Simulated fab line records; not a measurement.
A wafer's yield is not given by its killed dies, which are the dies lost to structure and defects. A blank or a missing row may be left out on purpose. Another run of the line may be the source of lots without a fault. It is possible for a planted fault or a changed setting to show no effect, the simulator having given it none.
Comparing a struck lot with a sound one    flow n5Finfet    18 steps out of a route of 1938
Sound: wafers L827.2, L827.4, L827.6. Struck: wafers L814.2, L814.5. (L814.6 of the same lot was not struck and is left out.) The cause comes at the end.
For every step that has rows: the tool of each side, followed by ch and its chambers, followed by its first start. Under that, the readings that differ: sound wafers    struck wafers    difference of the means    sigmas: that difference in standard deviations of wafers without a fault.
alike: same words and numbers on both sides, and readings whose means sit less than 2 such deviations apart. not compared: any withheld reading, any reading some wafer has no value for, any bound like >300 that may hide the same value, and any number with overlapping values for which the record gives no deviation.
The two part at a step that has a row with sigmas, a row that says differs or no value, or rows on one side only. Numbers that don't overlap but have no deviation are shown without sigmas and don't part them. Lack of a reading on every wafer of one side parts them only where that side has two or more wafers.

first, 9 steps without rows for these wafers: N5_SD_EPI_P_COAT_35 (time 60 s, resist thk 35 nm); N5_SD_EPI_P_COAT_03 (resist thk 150 nm); N5_SD_EPI_P_EBR_05; N5_SD_EPI_P_SOFTBAKE_04 (time 60 s); N5_SD_EPI_P_EXPOSE_06 (exposes mask SD P BLK, target cd 240 nm); N5_SD_EPI_P_PEB_07 (peb time 60 s); N5_SD_EPI_P_DEVELOP_08 (develop time 30 s); N5_SD_EPI_P_DESCUM_14 (chemistry O2, time 7.9 s); N5_SD_EPI_P_ETCH_36 (etches SiARC in CF4, target depth 45.5 nm, time 75.8 s).
N5_SD_EPI_P_ETCH_37: etches SOC in N2/H2, overetch 108 nm, time 486 s.
  sound on rieDiel-06 ch 2,3, day 9 00:29; struck on rieDiel-06 ch 0, day 5 23:05
reading                                     sound              struck       difference  sigmas
rfFwdPowerW (W)                             3015 2996 3005     3717 3710    +708        +78
rfVppV (V)                                  238.8 237.0 240.5  223.6 224.3  -14.8       -11
model.SiARC_of_SD_EPI_P_COAT_35.thkNm (nm)  19 19.2 19.8       17.4 17.2    -2.0        
  alike: drypumpMotorCurrentA, oesProductAu, showerheadPlenumPTorr, throttleValvePct
  not compared: rfHoursCounterH, model.SD_EPI_P.cdNm
then, 3 steps without rows for these wafers: N5_SD_EPI_P_STRIP_38 (strips in N2/H2); N5_SD_EPI_P_ETCHBACK_46 (etches SiNx in CH3F/O2, stops on SiO2, target depth 17.5 nm); N5_SD_EPI_P_ETCH_47 (etches SiOCN in CH3F/O2, target depth 25 nm).
N5_SD_EPI_P_ETCH_16: etches SiO2 in CHF3/O2, target depth 5 nm.
  sound on rieDiel-06 ch 2,3, day 9 01:01; struck on rieDiel-06 ch 0, day 5 23:37
reading                                     sound         struck   difference  sigmas
model.SiARC_of_SD_EPI_P_COAT_35.thkNm (nm)  10.8 11 11.6  9.6 9.4  -1.6        
  alike: CHF3_flow_sccm, drypumpMotorCurrentA, oesProductAu, rfFwdPowerW, rfVppV, showerheadPlenumPTorr, throttleValvePct
  not compared: rfHoursCounterH
then, 1 step without rows for these wafers: N5_SD_EPI_P_STRIP_50 (strips in CHF3/O2).
N5_SD_EPI_P_SD_RECESS_17: chemistry HBr/Cl2/O2, target depth 39.1 nm, bt time 3 s.
  sound on rieSi-01 ch 0,2,3, day 9 01:05; struck on rieSi-03 ch 2,3, day 5 23:41
  alike: drypumpMotorCurrentA, mfcCl2Sccm, oesProductAu, rfFwdPowerW, throttleValvePct
  not compared: rfHoursCounterH, model.SD_EPI_P.cdNm
then, 1 step without rows for these wafers: N5_SD_EPI_P_WET_ETCH_45 (etches SiO2 in dHF, time 10.7 s, target depth 2 nm, rinse time 30 s).
-- the record jumps here: 5 days lie between the struck wafers' starts before and after (it left off in module SD_EPI_P and takes up again in module BEOL_M4, whose first step shown is number 1111 of the route) --
N5_BEOL_M4_RC_MEAS_101:
  sound on prober-02 ch 0, day 14 05:16; struck on prober-01 ch 0, day 10 21:40
reading        sound           struck     difference  sigmas
DIBL_P (mV/V)  36.7 37.8 37.6  33.6 33.0  -4.1        -2
  alike: DIBL_N, IOFF_N, IOFF_P, ION_N, ION_P, SS_N, SS_P, VT_N, VT_P

## WHERE THEY PART
First at N5_SD_EPI_P_ETCH_37; last, within this record, at N5_BEOL_M4_RC_MEAS_101.

WHY: the cause the simulator had injected
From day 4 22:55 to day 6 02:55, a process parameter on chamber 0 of rieDiel-06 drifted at N5_SD_EPI_P_ETCH_37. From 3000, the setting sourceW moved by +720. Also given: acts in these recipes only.
